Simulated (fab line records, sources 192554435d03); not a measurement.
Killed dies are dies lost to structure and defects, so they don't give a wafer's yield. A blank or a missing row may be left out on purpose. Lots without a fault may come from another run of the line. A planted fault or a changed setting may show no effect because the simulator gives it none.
A struck lot beside a sound one | flow n5_finfet | 16 steps out of a route of 1938
Sound: wafers L265.2, L265.3, L265.6. Struck: wafer L251.1. (L251.6 of the same lot was not struck and is left out.) The cause comes at the end.
At each step with rows: each side's tool, then ch and its chambers, then its first start. Under that, the readings that differ: sound wafers | struck wafers | difference of the means | sigmas: that difference in standard deviations of wafers without a fault.
alike: readings whose means differ by less than 2 such deviations, and words and numbers that are the same on both sides. not compared: withheld readings, readings that some wafer has no value for, bounds like >300 that may hide the same value, and numbers for which the record gives no deviation and whose values overlap.
The two part at a step that has a row with sigmas, a row that says differs or no value, or rows on one side only. Numbers that don't overlap but have no deviation are shown without sigmas and don't part them. A reading that every wafer of one side lacks parts them only if that side has two wafers or more.

N5_DUMMY_GATE_ETCH_42: etches SiO2 in CHF3/O2, target depth 3.5 nm, time 31 s.
  sound on rie_diel-01 ch 0,1, day 8 04:46; struck on rie_diel-06 ch 1, day 4 15:53
  alike: drypump_motor_current_A, oes_product_au, rf_fwd_power_W, rf_vpp_V, showerhead_plenum_p_Torr, throttle_valve_pct
  not compared: rf_hours_counter_h
N5_DUMMY_GATE_STRIP_48: strips in N2/H2, time 20 s.
  sound on rie_diel-01 ch 0,1, day 8 04:49; struck on rie_diel-06 ch 1, day 4 15:55
  alike: drypump_motor_current_A, oes_product_au, rf_vpp_V, showerhead_plenum_p_Torr, throttle_valve_pct
  not compared: rf_hours_counter_h
then, 5 steps without rows for these wafers: N5_DUMMY_GATE_PRECLEAN_33 (cleans in dHF, time 10 s); N5_DUMMY_GATE_PRECLEAN_25 (cleans in O3/DIW, time 45 s); N5_DUMMY_GATE_PRECLEAN_51 (cleans in SC2, time 45 s); N5_DUMMY_GATE_SRD_26 (time 30 s); N5_DUMMY_GATE_UV_OZONE_45 (time 120 s).
N5_DUMMY_GATE_INSPECT_27: inspects for defects (brightfield).
  sound on defect_inspect-01, day 8 05:00; struck on defect_inspect-01, day 4 16:07
  alike: raw_defect_count
N5_SPACER0_ALD_07: deposits SiNx, target thk 2 nm.
  sound on ald_sin-01 ch 0,1,2, day 8 05:22; struck on ald_sin-02 ch 1, day 4 16:42
  alike: heater_power_w
  not compared: since_wet_clean_h
N5_SPACER0_ALD_00: deposits SiOCN, target thk 3.5 nm, pulse time 3 s, purge time 2 s.
  sound on ald_sin-01 ch 0,1,2, day 8 05:31; struck on ald_sin-02 ch 1, day 4 16:51
  alike: heater_power_w, precursor_pulse_height_rel
  not compared: since_wet_clean_h
N5_SPACER0_ALD_08: deposits SiNx, target thk 2 nm.
  sound on ald_sin-01 ch 0,1,2, day 8 05:46; struck on ald_sin-02 ch 1, day 4 17:07
  alike: heater_power_w
  not compared: since_wet_clean_h
N5_SPACER0_INSPECT_04: inspects for defects (darkfield).
  sound on defect_inspect-01, day 8 05:56; struck on defect_inspect-01, day 4 17:16
  alike: raw_defect_count
N5_SD_EPI_N_COAT_32: time 60 s, resist thk 350 nm.
  sound on litho_track-01 ch 0, day 8 05:58; struck on litho_track-01 ch 0, day 4 17:18
  reading                  | sound             | struck | difference | sigmas
  heater_power_total_W (W) | 502.1 498.7 502.1 | 526.4  | +25.4      | +15
  run_length_s (s)         | 66.45 66.13 66.11 | 61.26  | -4.97      | -25
then, 1 step without rows for these wafers: N5_SD_EPI_N_COAT_33 (time 60 s, resist thk 35 nm).
-- the record jumps here: 6 days lie between the struck wafers' starts before and after (it left off in module SD_EPI_N and takes up again in module BEOL_M4, whose first step shown is number 1111 of the route) --
N5_BEOL_M4_RC_MEAS_101:
  sound on prober-02 ch 0, day 14 06:32; struck on prober-02 ch 0, day 10 21:14
  reading       | sound          | struck | difference | sigmas
  ION_N (uA/um) | 690 662 681    | 652    | -26        | -2
  SS_N (mV/dec) | 72.1 70.2 71.0 | 69.8   | -1.3       | -2
  alike: DIBL_N, DIBL_P, IOFF_N, IOFF_P, ION_P, SS_P, VT_N, VT_P
-- the record jumps here: 5 days lie between the struck wafers' starts before and after (it left off in module BEOL_M4 and takes up again in module PASSIVATION, whose first step shown is number 1936 of the route) --
N5_PASSIVATION_PROBE_49:
  sound on prober-01, day 19 00:45; struck on prober-02, day 16 03:04
  alike: defect_limited_yield, killed_at_M0_to_M3, killed_at_M4_up, killed_at_contacts, killed_at_front_end, killed_at_other, killed_dies, killed_open, killed_short, sort_bin_5_function, sort_bin_6_memory, sort_bin_8_speed, sort_n_pass, sort_yield_pct

WHERE THEY PART
First at N5_SD_EPI_N_COAT_32; last, within this record, at N5_BEOL_M4_RC_MEAS_101. Later steps at which nothing parts them and some readings are alike: N5_PASSIVATION_PROBE_49.

WHY: what the simulator had put in
Process parameter drift: litho_track-01, from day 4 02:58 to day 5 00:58, at N5_SD_EPI_N_COAT_32. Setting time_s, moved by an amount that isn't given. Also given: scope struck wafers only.
